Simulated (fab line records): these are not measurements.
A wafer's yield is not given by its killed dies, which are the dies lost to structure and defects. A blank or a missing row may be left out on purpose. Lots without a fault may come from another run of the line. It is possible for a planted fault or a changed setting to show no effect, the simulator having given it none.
Matching of chambers + flow n5 finfet + N5_BEOL_M6_PECVD_70 on pecvd-04 has 3 sister chambers
The step deposits SiO2 from TEOS/O2, target thk 20 nm, time 22.7 s. 24 wafers are shown with their chamber, then 12 later ones without.

## WAFERS, EACH WITH ITS CHAMBER
| wafer  | chamber | showerhead plenum p Torr (Torr) | throttle valve pct (%) | heater power w (W) |
|--------|---------|---------------------------------|------------------------|--------------------|
| L075.1 | 2       | 8.75                            | 22.1                   | 643                |
| L075.2 | 0       | 8.68                            | 22.8                   | 729                |
| L075.3 | 1       | 8.82                            | 21.7                   | 593                |
| L075.4 | 1       | 8.84                            | 21.7                   | 577                |
| L075.5 | 2       | 8.74                            | 22.6                   | 651                |
| L075.6 | 0       | 8.73                            | 22.9                   | 719                |
| L077.1 | 0       | 8.70                            | 22.9                   | 645                |
| L077.2 | 1       | 8.84                            | 21.7                   | 622                |
| L077.3 | 2       | 8.73                            | 22.5                   | 620                |
| L077.4 | 1       | 8.83                            | 21.6                   | 634                |
| L077.5 | 0       | 8.71                            | 22.9                   | 640                |
| L077.6 | 2       | 8.74                            | 22.3                   | 624                |
| L079.1 | 2       | 8.72                            | 22.5                   | 555                |
| L079.3 | 1       | 8.84                            | 21.5                   | 594                |
| L079.4 | 1       | 8.84                            | 21.6                   | 599                |
| L080.3 | 0       | 8.71                            | 22.9                   | 649                |
| L080.4 | 2       | 8.74                            | 22.4                   | 588                |
| L080.5 | 0       | 8.70                            | 22.6                   | 654                |
| L090.1 | 1       | 8.83                            | 21.4                   | 590                |
| L090.2 | 2       | 8.73                            | 22.8                   | 616                |
| L090.3 | 0       | 8.70                            | 22.8                   | 619                |
| L090.4 | 1       | 8.83                            | 21.6                   | 593                |
| L090.5 | 2       | 8.73                            | 22.7                   | 630                |
| L090.6 | 0       | 8.70                            | 22.8                   | 605                |

SIGNATURES (means of the wafers above)
| reading                  | chamber 0 | chamber 1 | chamber 2 | scatter within a chamber |
|--------------------------|-----------|-----------|-----------|--------------------------|
| showerhead plenum p Torr | 8.7037    | 8.8338    | 8.7350    | 0.0106                   |
| throttle valve pct       | 22.825    | 21.600    | 22.488    | 0.155                    |
| heater power w           | 657.50    | 600.25    | 615.88    | 33                       |
Rule: a wafer lies at a distance from a chamber equal to the root of the sum of squares, over the readings, of (its reading less the chamber's mean, divided by the reading's scatter). The wafer belongs to the nearest chamber; if the next one is less than 2 further off, it can't be placed. The scatter: the root of (the sum of the squares of (reading less its chamber's mean) over the shown wafers, divided by (wafers less chambers)).

## WAFERS WHOSE CHAMBER IS MISSING
| wafer  | showerhead plenum p Torr (Torr) | throttle valve pct (%) | heater power w (W) |
|--------|---------------------------------|------------------------|--------------------|
| L095.4 | 8.81                            | 21.8                   | 628                |
| L095.5 | 8.72                            | 23.1                   | 612                |
| L095.6 | 8.72                            | 22.8                   | 694                |
| L097.3 | 8.83                            | 21.4                   | 590                |
| L097.4 | 8.68                            | 22.6                   | 731                |
| L097.5 | 8.82                            | 21.6                   | 589                |
| L091.1 | 8.73                            | 23.1                   | 714                |
| L091.2 | 8.74                            | 22.6                   | 548                |
| L091.3 | 8.85                            | 21.6                   | 628                |
| L096.3 | 8.73                            | 22.8                   | 532                |
| L096.4 | 8.72                            | 22.8                   | 739                |
| L096.6 | 8.69                            | 22.8                   | 744                |

## CHAMBER TAKEN BY EACH
| wafer  | from the rows above     | in truth |
|--------|-------------------------|----------|
| L095.4 | 1                       | 1        |
| L095.5 | can't be placed: 0 or 2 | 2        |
| L095.6 | can't be placed: 0 or 2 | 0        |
| L097.3 | 1                       | 1        |
| L097.4 | 0                       | 0        |
| L097.5 | 1                       | 1        |
| L091.1 | can't be placed: 0 or 2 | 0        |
| L091.2 | 2                       | 2        |
| L091.3 | 1                       | 1        |
| L096.3 | can't be placed: 2 or 0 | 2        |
| L096.4 | can't be placed: 0 or 2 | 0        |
| L096.6 | 0                       | 0        |
Placed correctly: 7 of 12. Unplaceable from these rows: 5, with the true chamber sitting among the candidates in 5. 0 placed wrongly.
